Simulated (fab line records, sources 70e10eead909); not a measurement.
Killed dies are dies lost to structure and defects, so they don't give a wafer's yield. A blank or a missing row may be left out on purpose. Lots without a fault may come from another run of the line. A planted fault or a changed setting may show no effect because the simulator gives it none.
One fault seen from 2 desks | flow nand_harc | each desk has only its own numbers; what lay behind them comes last

THE TOOL OWNER'S DESK: litho_track-04
The tool's own readings at NHARC_A_CHANNEL_HOLE_D2_PEB_08 (peb time 65 s): means of the sampled wafers that have a number, for each lot that ran on this tool. A lot is out of limits, marked OUT, if its mean lies more than 4 standard deviations from the usual mean; the brackets give that distance.
Columns: A = heater_power_total_W at NHARC_A_CHANNEL_HOLE_D2_PEB_08, usual 156.7 W
lot  | first seen here | A
L940 | day 12 15:36    | 156.3
L941 | day 13 08:40    | 157.2
L942 | day 13 14:46    | 156.2
L944 | day 14 17:53    | 156.4
L948 | day 17 06:53    | 156.4
L956 | day 19 18:35    | 172.0 (+37) OUT
L957 | day 20 00:20    | 172.3 (+38) OUT
This desk's finding: out of limits on L956, L957; first on L956, day 19 18:35 (heater_power_total_W at NHARC_A_CHANNEL_HOLE_D2_PEB_08). In limits: L940, L941, L942, L944, L948.

THE METROLOGY DESK
What the gauges read, lot by lot, whatever tool the lot ran on: means of the sampled wafers that have a number. A lot is out of limits, marked OUT, if its mean lies more than 4 standard deviations from the usual mean; the brackets give that distance.
Columns: A = cd_nm at NHARC_A_CHANNEL_HOLE_D2_CD_MEAS_10, usual 100.0 nm; B = cd_nm at NHARC_A_CHANNEL_HOLE_D2_CD_MEAS_31, usual 89.7 nm
lot  | first seen here | A               | B
L940 | day 12 15:41    | 99.7            | 88.6
L941 | day 13 08:45    | 99.3            | 87.3
L942 | day 13 14:50    | 100.4           | 91.7
L944 | day 14 17:58    | 100.2           | 90.6
L947 | day 15 22:26    | 99.3            | 88.6
L949 | day 17 06:48    | 100.8           | 89.9
L948 | day 17 06:58    | 99.3            | 90.0
L956 | day 19 18:40    | 94.9 (-9.9) OUT | 84.8
L957 | day 20 00:25    | 95.7 (-8.4) OUT | 84.3 (-4.2) OUT
L963 | day 22 18:58    | 99.6            | 89.1
L962 | day 22 19:22    | 100.3           | 90.0
This desk's finding: out of limits on L956, L957; first on L956, day 19 18:40 (cd_nm at NHARC_A_CHANNEL_HOLE_D2_CD_MEAS_10). In limits: L940, L941, L942, L944, L947, L949, L948, L963, L962.

PUT TOGETHER
The tool owner's desk could have raised an alarm at day 19 18:35, on L956, L957.
The metrology desk could have raised an alarm at day 19 18:40, on L956, L957.
Of the lots named, all ran NHARC_A_CHANNEL_HOLE_D2_PEB_08 on litho_track-04.

WHAT THE SIMULATOR HAD PUT IN
Process parameter drift: litho_track-04, from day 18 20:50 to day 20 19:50, at NHARC_A_CHANNEL_HOLE_D2_PEB_08. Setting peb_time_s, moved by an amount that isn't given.
Lots struck among those shown: L956, L957.
Hours from the fault's start to each desk's first reading out of limits: the tool owner's desk, 22; the metrology desk, 22.
